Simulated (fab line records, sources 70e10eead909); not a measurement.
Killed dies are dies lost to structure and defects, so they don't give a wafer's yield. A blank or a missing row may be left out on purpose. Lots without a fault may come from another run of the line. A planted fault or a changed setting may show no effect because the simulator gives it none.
Which tool did it? | flow nand_harc | 12 lots, 36 wafers sampled, at 4 steps of a route of 1159

WHAT THE GAUGES READ, wafer by wafer
The record holds no reading of a measuring or inspecting step that can be judged against a usual standard deviation.

WHICH TOOL RAN EACH LOT (tool, then ch and the chambers of the sampled wafers, then the start)
lot  | NHARC_P_ZERO_WELL_ETCH_63       | NHARC_P_GATE_DEP_103           | NHARC_P_GATE_SOFTBAKE_21         | NHARC_P_GATE_DESCUM_31
L212 | rie_si-01 ch 1,2,3, day 2 07:43 | pecvd-03 ch 0,1,2, day 5 10:41 | litho_track-01 ch 0, day 5 10:00 | rie_diel-06 ch 2,3, day 5 11:26
L213 | rie_si-03 ch 1,2,3, day 2 13:44 | pecvd-01 ch 1,2, day 5 16:51   | litho_track-06 ch 0, day 5 17:00 | rie_diel-01 ch 1,3, day 5 17:44
L214 | rie_si-01 ch 0,2,3, day 2 19:34 | pecvd-04 ch 0,1,2, day 5 16:44 | litho_track-04 ch 0, day 5 16:00 | rie_diel-13 ch 0,1, day 5 17:34
L216 | rie_si-01 ch 0,2,3, day 3 07:34 | pecvd-01 ch 0,2, day 6 08:31   | litho_track-06 ch 0, day 6 08:00 | rie_diel-01 ch 0,1,3, day 6 09:11
L217 | rie_si-06 ch 0,2, day 3 13:41   | pecvd-04 ch 0,1, day 6 21:47   | litho_track-01 ch 0, day 6 22:00 | rie_diel-13 ch 1,2, day 6 22:31
L218 | rie_si-03 ch 2,3, day 3 19:40   | pecvd-01 ch 0,1,2, day 7 04:10 | litho_track-01 ch 0, day 7 04:00 | rie_diel-06 ch 0,1,2, day 7 04:54
L219 | rie_si-06 ch 0,3, day 4 01:41   | pecvd-01 ch 0,2, day 7 04:22   | litho_track-04 ch 0, day 7 04:00 | rie_diel-06 ch 0,1,2, day 7 05:14
L220 | rie_si-06 ch 0,3, day 4 07:39   | pecvd-04 ch 0,2, day 7 22:43   | litho_track-06 ch 0, day 7 22:00 | rie_diel-13 ch 0,3, day 7 23:37
L221 | rie_si-01 ch 0,2, day 4 13:40   | pecvd-01 ch 1,2, day 7 22:03   | litho_track-04 ch 0, day 7 22:00 | rie_diel-13 ch 1,2, day 7 22:57
L222 | rie_si-03 ch 1,2,3, day 4 19:34 | pecvd-01 ch 0,1,2, day 7 21:50 | litho_track-01 ch 0, day 7 22:00 | rie_diel-13 ch 1,2,3, day 7 22:41
L227 | rie_si-03 ch 0,1,2, day 6 01:35 | pecvd-01 ch 0,1,2, day 9 02:38 | litho_track-01 ch 0, day 9 02:00 | rie_diel-13 ch 1,2, day 9 03:46
L229 | rie_si-03 ch 2,3, day 6 13:56   | pecvd-03 ch 1,2, day 9 10:10   | litho_track-01 ch 0, day 9 10:00 | rie_diel-13 ch 2, day 9 11:02
- NHARC_P_ZERO_WELL_ETCH_63: etches the open film in HBr/Cl2, target depth 120 nm, time 40.1 s.
- NHARC_P_GATE_DEP_103: deposits SiON, target thk 30 nm.
- NHARC_P_GATE_SOFTBAKE_21: time 55 s.
- NHARC_P_GATE_DESCUM_31: chemistry O2, time 3 s.

WHAT THE TOOLS THEMSELVES READ (means of the sampled wafers that have a number; where no wafer has one, the mark that the record gives instead)
NHARC_P_ZERO_WELL_ETCH_63.
lot  | tool      | bias_w (W) | drypump_motor_current_A (A) | oes_product_au (a.u.) | throttle_valve_pct (%)
L212 | rie_si-01 | 100.29     | 6.3                         | 0.990                 | 26.409
L213 | rie_si-03 | 99.90      | 5.9                         | 1.018                 | 26.401
L214 | rie_si-01 | 100.20     | 6.1                         | 0.997                 | 26.400
L216 | rie_si-01 | 100.16     | 6.1                         | 0.995                 | 26.402
L217 | rie_si-06 | 100.00     | 6.1                         | 1.012                 | 26.413
L218 | rie_si-03 | 100.08     | 6.2                         | 1.019                 | 26.402
L219 | rie_si-06 | 100.10     | 6.1                         | 0.994                 | 26.415
L220 | rie_si-06 | 100.11     | 6.0                         | 0.992                 | 26.400
L221 | rie_si-01 | 100.36     | 5.7                         | 0.999                 | 26.411
L222 | rie_si-03 | 99.65      | 5.9                         | 1.019                 | 26.394
L227 | rie_si-03 | 100.07     | 5.7                         | 1.011                 | 26.393
L229 | rie_si-03 | 99.90      | 6.2                         | 1.029                 | 26.406

NHARC_P_GATE_DEP_103.
lot  | tool     | heater_power_w (W)
L212 | pecvd-03 | 755
L213 | pecvd-01 | 665
L214 | pecvd-04 | 766
L216 | pecvd-01 | 694
L217 | pecvd-04 | 704
L218 | pecvd-01 | 733
L219 | pecvd-01 | 761
L220 | pecvd-04 | 768
L221 | pecvd-01 | 740
L222 | pecvd-01 | 709
L227 | pecvd-01 | 721
L229 | pecvd-03 | 771

NHARC_P_GATE_SOFTBAKE_21.
lot  | tool           | heater_power_total_W (W) | plate_temp_C (C)
L212 | litho_track-01 | 188.54                   | 105.29
L213 | litho_track-06 | 188.42                   | 105.03
L214 | litho_track-04 | 188.48                   | 104.97
L216 | litho_track-06 | 188.51                   | 105.04
L217 | litho_track-01 | 188.54                   | 105.12
L218 | litho_track-01 | 188.67                   | 105.01
L219 | litho_track-04 | 188.46                   | 104.94
L220 | litho_track-06 | 188.55                   | 105.01
L221 | litho_track-04 | 188.43                   | 104.95
L222 | litho_track-01 | 188.49                   | 105.10
L227 | litho_track-01 | 188.46                   | 104.82
L229 | litho_track-01 | 233.31                   | 104.98

NHARC_P_GATE_DESCUM_31.
lot  | tool        | drypump_motor_current_A (A) | oes_product_au (a.u.) | rf_vpp_V (V) | showerhead_plenum_p_Torr (Torr) | throttle_valve_pct (%)
L212 | rie_diel-06 | 6.2                         | 0.985                 | 58.0         | 1.90                            | 11.318
L213 | rie_diel-01 | 5.5                         | 1.012                 | 57.5         | 1.93                            | 11.312
L214 | rie_diel-13 | 5.6                         | 1.001                 | 58.0         | 1.94                            | 11.315
L216 | rie_diel-01 | 5.8                         | 1.019                 | 58.5         | 1.97                            | 11.327
L217 | rie_diel-13 | 5.7                         | 0.997                 | 57.9         | 1.95                            | 11.299
L218 | rie_diel-06 | 5.5                         | 0.981                 | 57.3         | 1.92                            | 11.314
L219 | rie_diel-06 | 5.5                         | 0.988                 | 57.2         | 1.92                            | 11.309
L220 | rie_diel-13 | 5.8                         | 0.991                 | 57.2         | 1.89                            | 11.318
L221 | rie_diel-13 | 5.6                         | 1.006                 | 57.8         | 1.98                            | 11.306
L222 | rie_diel-13 | 5.7                         | 1.002                 | 57.3         | 1.95                            | 11.307
L227 | rie_diel-13 | 5.8                         | 1.000                 | 58.5         | 1.94                            | 11.308
L229 | rie_diel-13 | 5.8                         | 0.995                 | 57.9         | 1.90                            | 11.303

THE ANSWER, worked out from the rows above alone
Rule: what is usual is taken from the lots themselves. Put in order of their means at a reading, lots are off if they are a third of the lots or fewer, leave a main group of 4 or more, and stand apart from it by a gap of 3 or more times the standard deviation of the main group's means; of several such gaps the widest counts. A main group whose means are all the same, to the digits that the tables above print for the reading, isn't used. A lot without any number at a reading at which 4 lots or more have one is off too. The other lots that the step has rows for count as sound. The gauges are gone through in route order, then the tools' own readings, and for those a lot's mean is taken as printed above. The first step at which some lot is off is used, and at that step the reading that is off furthest; a lot without a number counts as furthest.
Off: L229, at NHARC_P_GATE_SOFTBAKE_21 (heater_power_total_W). The main group: mean 188.50 W, standard deviation 0.067.
A tool fits if, at that step or a process step before it, it ran every lot that is off, and no sound lot after the first of them. Can't be told from this: 3 tools fit, rie_si-03 at NHARC_P_ZERO_WELL_ETCH_63, pecvd-03 at NHARC_P_GATE_DEP_103, litho_track-01 at NHARC_P_GATE_SOFTBAKE_21.

WHAT THE SIMULATOR HAD PUT IN
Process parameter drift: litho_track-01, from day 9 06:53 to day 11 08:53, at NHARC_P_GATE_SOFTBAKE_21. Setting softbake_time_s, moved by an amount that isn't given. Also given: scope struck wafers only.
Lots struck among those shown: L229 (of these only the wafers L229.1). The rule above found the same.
